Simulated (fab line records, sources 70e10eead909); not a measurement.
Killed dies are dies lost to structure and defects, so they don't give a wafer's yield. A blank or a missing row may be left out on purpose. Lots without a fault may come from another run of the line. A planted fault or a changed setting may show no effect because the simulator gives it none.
Which tool did it? | flow nand_harc | 12 lots, 36 wafers sampled, at 5 steps of a route of 1302

WHAT THE GAUGES READ, wafer by wafer
NHARC_A_BONDPAD_CD_MEAS_13. Usual: cd_nm 499.1 nm, standard deviation 2.
lot  | measured     | on        | cd_nm (nm)        | flag
L709 | day 23 13:22 | cd_sem-02 | 497.4 497.8 500.8 |
L710 | day 23 17:52 | cd_sem-03 | 502.5 499.4 501.7 |
L713 | day 24 11:12 | cd_sem-03 | 497.2 499.4 501.1 |
L715 | day 25 11:58 | cd_sem-02 | 497.5 501.5 500.8 |
L714 | day 25 13:04 | cd_sem-02 | 496.9 501.6 495.6 |
L718 | day 26 15:49 | cd_sem-03 | 500.3 498.3 498.2 |
L716 | day 27 09:46 | cd_sem-02 | 500.4 498.9 500.7 |
L720 | day 27 18:53 | cd_sem-03 | 496.4 495.9 500.0 |
L722 | day 28 12:58 | cd_sem-03 | 495.1 498.8 497.2 |
L721 | day 28 15:50 | cd_sem-01 | 499.8 494.5 499.9 |
L731 | day 32 11:16 | cd_sem-01 | 498.9 497.5 501.4 |
L732 | day 32 15:16 | cd_sem-01 | 495.3 498.6 498.4 |

NHARC_END_SORT_01. Usual: defect_limited_yield 90.5 %, standard deviation 2.8; killed_at_array 59, standard deviation 19; killed_at_other 1.0, standard deviation 1.1; killed_at_periphery 3.8, standard deviation 2.4; killed_dies 64, standard deviation 19; killed_open 3.3, standard deviation 2; killed_short 2.4, standard deviation 1.6.
lot  | measured     | on        | defect_limited_yield (%) | killed_at_array | killed_at_other | killed_at_periphery | killed_dies | killed_open | killed_short | flag
L710 | day 25 03:10 | prober-01 | 90.1 90.4 90.7           | 63 60 59        | 2 3 0           | 2 2 4               | 67 65 63    | 3 6 1       | 2 2 5        |
L715 | day 26 21:28 | prober-02 | 87.7 89.4 87.9           | 78 67 77        | 1 2 1           | 4 3 4               | 83 72 82    | 3 2 5       | 3 1 0        |
L721 | day 29 21:09 | prober-02 | 83.0 86.4 88.5           | 112 83 68       | 1 1 3           | 2 8 7               | 115 92 78   | 2 6 5       | 4 5 3        |

WHICH TOOL RAN EACH LOT (tool, then ch and the chambers of the sampled wafers, then the start)
lot  | NHARC_A_BONDPAD_DEP_00                   | NHARC_A_BONDPAD_ETCH_12                       | NHARC_A_BONDPAD_STRIP_15
L709 | pecvd-04 ch 0,1,2, day 23 11:34          | rie_diel-10 ch 0,2, day 23 13:22 or earlier   | rie_diel-08 ch 1,2, day 23 13:26
L710 | pecvd-03 ch 0,1, day 23 17:52 or earlier | rie_diel-10 ch 0,1,2, day 23 17:52 or earlier | rie_diel-13 ch 0,2, day 23 17:56
L713 | pecvd-04 ch 0,1, day 24 09:34            | rie_diel-08 ch 1,2,3, day 24 11:12 or earlier | rie_diel-13 ch 0,2, day 24 11:16
L715 | pecvd-04 ch 0,1,2, day 25 10:28          | rie_diel-10 ch 0,1, day 25 11:58 or earlier   | rie_diel-13 ch 0,3, day 25 12:02
L714 | pecvd-04 ch 0,1,2, day 25 11:19          | rie_diel-10 ch 0,2,3, day 25 13:04 or earlier | rie_diel-13 ch 0,1,2, day 25 13:09
L718 | pecvd-04 ch 0,1,2, day 26 14:11          | rie_diel-10 ch 1,2, day 26 15:49 or earlier   | rie_diel-10 ch 1,2,3, day 26 15:56
L716 | pecvd-03 ch 0,2, day 27 08:10            | rie_diel-10 ch 0,1, day 27 09:46 or earlier   | rie_diel-10 ch 0,2,3, day 27 09:52
L720 | pecvd-03 ch 0,1,2, day 27 17:24          | rie_diel-10 ch 0,1,2, day 27 18:53 or earlier | rie_diel-13 ch 0,2,3, day 27 18:59
L722 | pecvd-03 ch 0,1,2, day 28 11:13          | rie_diel-10 ch 0,3, day 28 12:58 or earlier   | rie_diel-10 ch 0,2,3, day 28 13:04
L721 | pecvd-03 ch 0,1, day 28 14:14            | rie_diel-13 ch 0,2, day 28 15:50 or earlier   | rie_diel-10 ch 0,2,3, day 28 15:55
L731 | pecvd-04 ch 0,1, day 32 09:38            | rie_diel-08 ch 1,2,3, day 32 11:16 or earlier | rie_diel-08 ch 0,1,3, day 32 11:20
L732 | pecvd-02 ch 1,2, day 32 13:32            | rie_diel-08 ch 1,2,3, day 32 15:16 or earlier | rie_diel-13 ch 0,1,2, day 32 15:21
- NHARC_A_BONDPAD_DEP_00: deposits SiCN, target thk 250 nm.
- NHARC_A_BONDPAD_ETCH_12: etches the open film in CHF3/O2, target depth 220 nm, time 110 s.
- NHARC_A_BONDPAD_STRIP_15: strips in O2.

WHAT THE TOOLS THEMSELVES READ (means of the sampled wafers that have a number; where no wafer has one, the mark that the record gives instead)
NHARC_A_BONDPAD_DEP_00. Usual: heater_power_outer_w 320 W, standard deviation 45; heater_power_w 563 W, standard deviation 70.
lot  | tool     | heater_power_outer_w (W) | heater_power_w (W) | flag
L709 | pecvd-04 | 368                      | 649                |
L710 | pecvd-03 | 303                      | 542                |
L713 | pecvd-04 | 333                      | 586                |
L715 | pecvd-04 | 333                      | 611                |
L714 | pecvd-04 | 351                      | 631                |
L718 | pecvd-04 | 324                      | 591                |
L716 | pecvd-03 | 301                      | 511                |
L720 | pecvd-03 | 304                      | 519                |
L722 | pecvd-03 | 309                      | 540                |
L721 | pecvd-03 | 277                      | 499                |
L731 | pecvd-04 | 367                      | 640                |
L732 | pecvd-02 | 292                      | 523                |

NHARC_A_BONDPAD_ETCH_12. Usual: drypump_motor_current_A 5.8 A, standard deviation 0.42; o2_flow_sccm 10.001 sccm, standard deviation 0.029; oes_product_au 0.950 a.u., standard deviation 0.02; rf_vpp_V 369.1 V, standard deviation 1.6; showerhead_plenum_p_Torr 2.33 Torr, standard deviation 0.055; throttle_valve_pct 20.572 %, standard deviation 0.0095.
lot  | tool        | drypump_motor_current_A (A) | o2_flow_sccm (sccm) | oes_product_au (a.u.) | rf_vpp_V (V) | showerhead_plenum_p_Torr (Torr) | throttle_valve_pct (%) | flag
L709 | rie_diel-10 | 5.9                         | 9.973               | 0.958                 | 369.8        | 2.37                            | 20.571                 |
L710 | rie_diel-10 | 6.0                         | 10.011              | 0.958                 | 370.0        | 2.37                            | 20.571                 |
L713 | rie_diel-08 | 5.9                         | 10.009              | 0.966                 | 369.9        | 2.34                            | 20.577                 |
L715 | rie_diel-10 | 6.3                         | 9.985               | 0.960                 | 371.1        | 2.40                            | 20.564                 |
L714 | rie_diel-10 | 5.8                         | 10.008              | 0.926                 | 369.5        | 2.34                            | 20.573                 |
L718 | rie_diel-10 | 5.7                         | 10.021              | 0.975                 | 368.9        | 2.34                            | 20.572                 |
L716 | rie_diel-10 | 6.1                         | 10.033              | 0.945                 | 369.8        | 2.36                            | 20.574                 |
L720 | rie_diel-10 | 6.0                         | 10.018              | 0.969                 | 370.5        | 2.36                            | 20.566                 |
L722 | rie_diel-10 | 6.1                         | 9.959               | 0.947                 | 370.2        | 2.37                            | 20.567                 |
L721 | rie_diel-13 | 5.5                         | 9.993               | 0.938                 | 367.6        | 2.27                            | 20.566                 |
L731 | rie_diel-08 | 5.9                         | 10.014              | 0.957                 | 368.6        | 2.32                            | 20.569                 |
L732 | rie_diel-08 | 5.9                         | 10.025              | 0.967                 | 368.1        | 2.32                            | 20.575                 |

NHARC_A_BONDPAD_STRIP_15. Usual: chamber_pressure_mTorr 60.00 mTorr, standard deviation 0.063; drypump_motor_current_A 5.7 A, standard deviation 0.45; o2_flow_sccm 500.1 sccm, standard deviation 1.4; oes_product_au 0.999 a.u., standard deviation 0.011; rf_vpp_V 57.5 V, standard deviation 0.89; showerhead_plenum_p_Torr 3.42 Torr, standard deviation 0.084; throttle_valve_pct 17.036 %, standard deviation 0.009.
lot  | tool        | chamber_pressure_mTorr (mTorr) | drypump_motor_current_A (A) | o2_flow_sccm (sccm) | oes_product_au (a.u.) | rf_vpp_V (V) | showerhead_plenum_p_Torr (Torr) | throttle_valve_pct (%) | flag
L709 | rie_diel-08 | 59.96                          | 6.0                         | 501.4               | 0.990                 | 57.9         | 3.46                            | 17.038                 |
L710 | rie_diel-13 | 60.03                          | 5.9                         | 500.4               | 1.002                 | 58.4         | 3.34                            | 17.029                 |
L713 | rie_diel-13 | 60.01                          | 5.5                         | 499.5               | 1.004                 | 56.9         | 3.34                            | 17.037                 |
L715 | rie_diel-13 | 59.96                          | 5.3                         | 501.7               | 1.010                 | 57.3         | 3.42                            | 17.026                 |
L714 | rie_diel-13 | 59.97                          | 5.5                         | 500.8               | 1.003                 | 57.8         | 3.39                            | 17.033                 |
L718 | rie_diel-10 | 60.00                          | 5.6                         | 499.6               | 0.994                 | 57.0         | 3.39                            | 17.040                 |
L716 | rie_diel-10 | 60.04                          | 5.8                         | 500.1               | 0.996                 | 57.9         | 3.44                            | 17.037                 |
L720 | rie_diel-13 | 59.98                          | 5.6                         | 500.2               | 1.000                 | 56.5         | 3.37                            | 17.040                 |
L722 | rie_diel-10 | 60.05                          | 5.8                         | 501.0               | 0.995                 | 57.2         | 3.44                            | 17.037                 |
L721 | rie_diel-10 | 55.88                          | 5.8                         | 501.6               | 0.995                 | 58.0         | 3.44                            | 17.040                 | OFF
L731 | rie_diel-08 | 59.99                          | 5.7                         | 500.3               | 0.992                 | 57.5         | 3.43                            | 17.033                 |
L732 | rie_diel-13 | 59.98                          | 5.5                         | 500.1               | 1.007                 | 57.7         | 3.38                            | 17.038                 |

THE ANSWER, worked out from the rows above alone
Rule: a lot is off if the mean of its wafers that have a number lies more than 3 standard deviations from the usual mean. A lot without any number at a reading at which 4 lots or more have one is off too. The other lots that the step has rows for count as sound. The gauges are gone through in route order, then the tools' own readings, and for those a lot's mean is taken as printed above. The first step at which some lot is off is used, and at that step the reading that is off furthest; a lot without a number counts as furthest.
Off: L721, at NHARC_A_BONDPAD_STRIP_15 (chamber_pressure_mTorr).
A tool fits if, at that step or a process step before it, it ran every lot that is off, and no sound lot after the first of them. NHARC_A_BONDPAD_DEP_00 gives no start for some lots, so the hours and the order of its lots are those of NHARC_A_BONDPAD_CD_MEAS_13. NHARC_A_BONDPAD_ETCH_12 gives no start for some lots, so the hours and the order of its lots are those of NHARC_A_BONDPAD_CD_MEAS_13. Can't be told from this: 3 tools fit, pecvd-03 at NHARC_A_BONDPAD_DEP_00, rie_diel-13 at NHARC_A_BONDPAD_ETCH_12, rie_diel-10 at NHARC_A_BONDPAD_STRIP_15.

WHAT THE SIMULATOR HAD PUT IN
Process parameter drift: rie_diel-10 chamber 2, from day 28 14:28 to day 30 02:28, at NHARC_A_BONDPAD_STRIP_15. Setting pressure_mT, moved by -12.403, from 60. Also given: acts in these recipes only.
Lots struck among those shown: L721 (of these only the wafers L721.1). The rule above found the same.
